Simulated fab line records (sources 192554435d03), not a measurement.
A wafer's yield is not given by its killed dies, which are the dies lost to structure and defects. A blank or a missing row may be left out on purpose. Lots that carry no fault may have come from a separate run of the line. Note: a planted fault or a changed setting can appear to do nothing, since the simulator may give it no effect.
Split-lot study :: flow n5 finfet :: 5 lots, 23 wafers read, on a route of 1938 steps

== THE SPLIT ITSELF ==
At N5_BEOL_M4_COAT_73 (time 60 s, resist thk 5 nm), the setting spin rpm was moved away from the recipe's 1500 rpm on 7 of the 23 wafers read, by +6.4% to +10.1%. This setting was run at the recipe's value on the other wafers.

== FROM THE SPLIT TO THE READING: what the file shows between them, 4 steps ==
- N5_BEOL_M4_COAT_05: resist thk 30 nm
- N5_BEOL_M4_EBR_07
- N5_BEOL_M4_DESCUM_16: chemistry O2, time 7 s
- N5_BEOL_M4_ETCH_74: etches underlayer in N2/H2, target depth 6.5 nm, time 5.2 s

== THE READING ==
CAR-EUV_of_BEOL_M4_COAT_05.thk nm (the simulator's own value, which no gauge read), in nm, at N5_BEOL_M4_ETCH_63 (etches SiARC in CF4, target depth 15.6 nm, time 26 s). The file gives no usual value for it. Across the 16 wafers here that went through the recipe, the average is 11.1 nm and the standard deviation 0.099 nm.

wafer: L078.2
tool, chamber at the split: litho track-04, 0
spin rpm as run, rpm: 1500
against the recipe: recipe
CAR-EUV_of_BEOL_M4_COAT_05.thk nm, nm: 11.2
against lot-mates on the recipe: -

wafer: L078.6
tool, chamber at the split: litho track-04, 0
spin rpm as run, rpm: 1500
against the recipe: recipe
CAR-EUV_of_BEOL_M4_COAT_05.thk nm, nm: 11.2
against lot-mates on the recipe: -

wafer: L078.3
tool, chamber at the split: litho track-04, 0
spin rpm as run, rpm: 1652
against the recipe: +10.1%
CAR-EUV_of_BEOL_M4_COAT_05.thk nm, nm: 11.4
against lot-mates on the recipe: +0.2

wafer: L078.4
tool, chamber at the split: litho track-04, 0
spin rpm as run, rpm: 1652
against the recipe: +10.1%
CAR-EUV_of_BEOL_M4_COAT_05.thk nm, nm: 11.6
against lot-mates on the recipe: +0.4

wafer: L078.5
tool, chamber at the split: litho track-04, 0
spin rpm as run, rpm: 1652
against the recipe: +10.1%
CAR-EUV_of_BEOL_M4_COAT_05.thk nm, nm: 11.6
against lot-mates on the recipe: +0.4

wafer: L079.1
tool, chamber at the split: litho track-03, 0
spin rpm as run, rpm: 1608
against the recipe: +7.2%
CAR-EUV_of_BEOL_M4_COAT_05.thk nm, nm: 11.4
against lot-mates on the recipe: +0.4

wafer: L079.2
tool, chamber at the split: litho track-03, 0
spin rpm as run, rpm: 1608
against the recipe: +7.2%
CAR-EUV_of_BEOL_M4_COAT_05.thk nm, nm: 11.2
against lot-mates on the recipe: +0.2

wafer: L079.4
tool, chamber at the split: litho track-03, 0
spin rpm as run, rpm: 1500
against the recipe: recipe
CAR-EUV_of_BEOL_M4_COAT_05.thk nm, nm: 11
against lot-mates on the recipe: -

wafer: L079.5
tool, chamber at the split: litho track-03, 0
spin rpm as run, rpm: 1500
against the recipe: recipe
CAR-EUV_of_BEOL_M4_COAT_05.thk nm, nm: 11
against lot-mates on the recipe: -

wafer: L079.6
tool, chamber at the split: litho track-03, 0
spin rpm as run, rpm: 1500
against the recipe: recipe
CAR-EUV_of_BEOL_M4_COAT_05.thk nm, nm: 11
against lot-mates on the recipe: -

wafer: L080.1
tool, chamber at the split: litho track-04, 0
spin rpm as run, rpm: 1500
against the recipe: recipe
CAR-EUV_of_BEOL_M4_COAT_05.thk nm, nm: 11.2
against lot-mates on the recipe: -

wafer: L080.2
tool, chamber at the split: litho track-04, 0
spin rpm as run, rpm: 1500
against the recipe: recipe
CAR-EUV_of_BEOL_M4_COAT_05.thk nm, nm: 11.2
against lot-mates on the recipe: -

wafer: L080.4
tool, chamber at the split: litho track-04, 0
spin rpm as run, rpm: 1500
against the recipe: recipe
CAR-EUV_of_BEOL_M4_COAT_05.thk nm, nm: 11.2
against lot-mates on the recipe: -

wafer: L080.5
tool, chamber at the split: litho track-04, 0
spin rpm as run, rpm: 1500
against the recipe: recipe
CAR-EUV_of_BEOL_M4_COAT_05.thk nm, nm: 11.2
against lot-mates on the recipe: -

wafer: L080.3
tool, chamber at the split: litho track-04, 0
spin rpm as run, rpm: 1500
against the recipe: recipe
CAR-EUV_of_BEOL_M4_COAT_05.thk nm, nm: 11
against lot-mates on the recipe: -

wafer: L082.1
tool, chamber at the split: litho track-05, 0
spin rpm as run, rpm: 1500
against the recipe: recipe
CAR-EUV_of_BEOL_M4_COAT_05.thk nm, nm: 11.2
against lot-mates on the recipe: -

wafer: L082.4
tool, chamber at the split: litho track-05, 0
spin rpm as run, rpm: 1500
against the recipe: recipe
CAR-EUV_of_BEOL_M4_COAT_05.thk nm, nm: 11.2
against lot-mates on the recipe: -

wafer: L082.6
tool, chamber at the split: litho track-05, 0
spin rpm as run, rpm: 1500
against the recipe: recipe
CAR-EUV_of_BEOL_M4_COAT_05.thk nm, nm: 11.2
against lot-mates on the recipe: -

wafer: L091.2
tool, chamber at the split: litho track-03, 0
spin rpm as run, rpm: 1500
against the recipe: recipe
CAR-EUV_of_BEOL_M4_COAT_05.thk nm, nm: 11
against lot-mates on the recipe: -

wafer: L091.3
tool, chamber at the split: litho track-03, 0
spin rpm as run, rpm: 1500
against the recipe: recipe
CAR-EUV_of_BEOL_M4_COAT_05.thk nm, nm: 11
against lot-mates on the recipe: -

wafer: L091.4
tool, chamber at the split: litho track-03, 0
spin rpm as run, rpm: 1500
against the recipe: recipe
CAR-EUV_of_BEOL_M4_COAT_05.thk nm, nm: 11
against lot-mates on the recipe: -

wafer: L091.5
tool, chamber at the split: litho track-03, 0
spin rpm as run, rpm: 1596
against the recipe: +6.4%
CAR-EUV_of_BEOL_M4_COAT_05.thk nm, nm: 11.2
against lot-mates on the recipe: +0.2

wafer: L091.6
tool, chamber at the split: litho track-03, 0
spin rpm as run, rpm: 1596
against the recipe: +6.4%
CAR-EUV_of_BEOL_M4_COAT_05.thk nm, nm: 11.2
against lot-mates on the recipe: +0.2

FIT RESULTS
A straight line over all 23 wafers: CAR-EUV_of_BEOL_M4_COAT_05.thk nm changes by +0.0346 nm for each +1% of spin rpm; r = +0.78; the points scatter about the line by 0.11 nm.
The same after taking each lot's own level away (the mean of its wafers on the recipe; 23 wafers): +0.0344 nm for each +1%; r = +0.91; scatter 0.064 nm.
Per that fit: largest spin rpm move, reading shift of 0.35 nm.
From 11.00 to 11.20 nm: that is the span of the lots' own levels, equal to 2.0 times the standard deviation above.
So the lot-to-lot level blurs the effect unless lot-mates are compared.
Check: with one of the wafers moved furthest among these (+10.1%) left out of the fit, the line predicts +0.389 nm for it against its lot-mates. Against them it came out at +0.2 nm.

== OTHER SPLITS APPLIED TO THESE WAFERS ==
Other splits were also applied to these wafers ahead of the reading. Each is held against what the fit with the lots' levels taken away leaves over:
other split on the same wafers: N5_MOL_CONTACT_COAG_CVD_140 target thk a
wafers away from the commonest value: 10
r with CAR-EUV_of_BEOL_M4_COAT_05.thk nm (lot level and that fit taken away): +0.33

other split on the same wafers: N5_BEOL_M0_SAQP_EXPOSE_37 dose mj
wafers away from the commonest value: 8
r with CAR-EUV_of_BEOL_M4_COAT_05.thk nm (lot level and that fit taken away): -0.42

other split on the same wafers: N5_BEOL_M0_SAQP_ETCH_73 cf4 flow sccm
wafers away from the commonest value: 9
r with CAR-EUV_of_BEOL_M4_COAT_05.thk nm (lot level and that fit taken away): -0.28

other split on the same wafers: N5_BEOL_M2_EXPOSE_08 dose mj
wafers away from the commonest value: 8
r with CAR-EUV_of_BEOL_M4_COAT_05.thk nm (lot level and that fit taken away): -0.19

other split on the same wafers: N5_BEOL_M2_DESCUM_16 time s
wafers away from the commonest value: 9
r with CAR-EUV_of_BEOL_M4_COAT_05.thk nm (lot level and that fit taken away): -0.09

== THE WHOLE CHAIN: every reading that the file lists as answering this split, in the file's order ==
step: N5_BEOL_M4_ETCH_74
what it does: etches underlayer in N2/H2, target depth 6.5 nm, time 5.2 s
reading: CAR-EUV_of_BEOL_M4_COAT_05.thk nm (the simulator's own value, which no gauge read)
change (the file's fit): +0.0361 nm for each +1% of the setting
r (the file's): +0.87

step: N5_BEOL_M4_ETCH_74
what it does: etches underlayer in N2/H2, target depth 6.5 nm, time 5.2 s
reading: etch.depth nm (the simulator's own value, which no gauge read)
change (the file's fit): -0.0239 nm for each +1% of the setting
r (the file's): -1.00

step: N5_BEOL_M4_ETCH_63
what it does: etches SiARC in CF4, target depth 15.6 nm, time 26 s
reading: CAR-EUV_of_BEOL_M4_COAT_05.thk nm (the simulator's own value, which no gauge read)
change (the file's fit): +0.0349 nm for each +1% of the setting
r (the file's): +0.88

== THE FILE'S OWN FIT ==
CAR-EUV_of_BEOL_M4_COAT_05.thk nm changes by +0.0349 nm for each +1% of spin rpm, r = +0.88.
